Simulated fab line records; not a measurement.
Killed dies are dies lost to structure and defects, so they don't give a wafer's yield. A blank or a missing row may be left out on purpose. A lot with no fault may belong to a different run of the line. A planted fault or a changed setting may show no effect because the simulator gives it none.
Matching of chambers | flow nand-harc | pecvd-04 running NHARC_A_STAIRCASE_DEP_325: 3 sister chambers
The step deposits SiO2, target thk 3800 nm. 22 wafers are shown with their chamber, then 11 later ones without.

WAFERS WITH THEIR CHAMBER
wafer  | chamber | heater-power-w (W)
L074.1 | 1       | 732
L074.2 | 2       | 579
L074.5 | 2       | 570
L075.1 | 0       | 775
L075.2 | 1       | 768
L075.4 | 1       | 620
L077.1 | 0       | 686
L077.3 | 0       | 672
L077.6 | 0       | 680
L078.3 | 2       | 703
L078.4 | 2       | 549
L078.5 | 1       | 658
L081.2 | 0       | 737
L081.3 | 2       | 554
L081.4 | 0       | 669
L084.1 | 1       | 781
L084.4 | 0       | 687
L084.6 | 2       | 568
L085.2 | 2       | 680
L085.3 | 1       | 713
L085.6 | 2       | 550
L087.1 | 2       | 597

SIGNATURES (averages over the wafers above)
reading        | chamber 0 | chamber 1 | chamber 2 | scatter within a chamber
heater-power-w | 700.86    | 712.00    | 594.44    | 54
Rule: for each reading, subtract the chamber's mean from the wafer's reading, divide by that reading's scatter and square the result; add these up over the readings and take the root, which gives the wafer's distance from the chamber. If the next closest chamber is less than 2 further off than the closest, the wafer can't be placed; otherwise it belongs to the closest. How the scatter is found: for the shown wafers, subtract from each reading the mean of its chamber, square and add these, divide the total by (wafers less chambers), then take the root.

WAFERS WITH NO CHAMBER GIVEN
wafer  | heater-power-w (W)
L087.3 | 842
L087.5 | 626
L091.1 | 725
L091.3 | 846
L091.4 | 692
L092.2 | 685
L092.4 | 607
L092.5 | 594
L095.1 | 657
L095.2 | 697
L095.4 | 606

WHICH CHAMBER EACH WENT THROUGH
wafer  | from the rows above          | in truth
L087.3 | can't be placed: 1 or 0      | 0
L087.5 | can't be placed: 2 or 0 or 1 | 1
L091.1 | can't be placed: 1 or 0      | 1
L091.3 | can't be placed: 1 or 0      | 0
L091.4 | can't be placed: 0 or 1 or 2 | 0
L092.2 | can't be placed: 0 or 1 or 2 | 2
L092.4 | can't be placed: 2 or 0 or 1 | 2
L092.5 | can't be placed: 2 or 0      | 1
L095.1 | can't be placed: 0 or 1 or 2 | 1
L095.2 | can't be placed: 0 or 1 or 2 | 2
L095.4 | can't be placed: 2 or 0 or 1 | 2
Correctly placed: 0 of 11. These rows do not allow placing 11 (true chamber among the candidates in 10). Placed wrongly: 0.
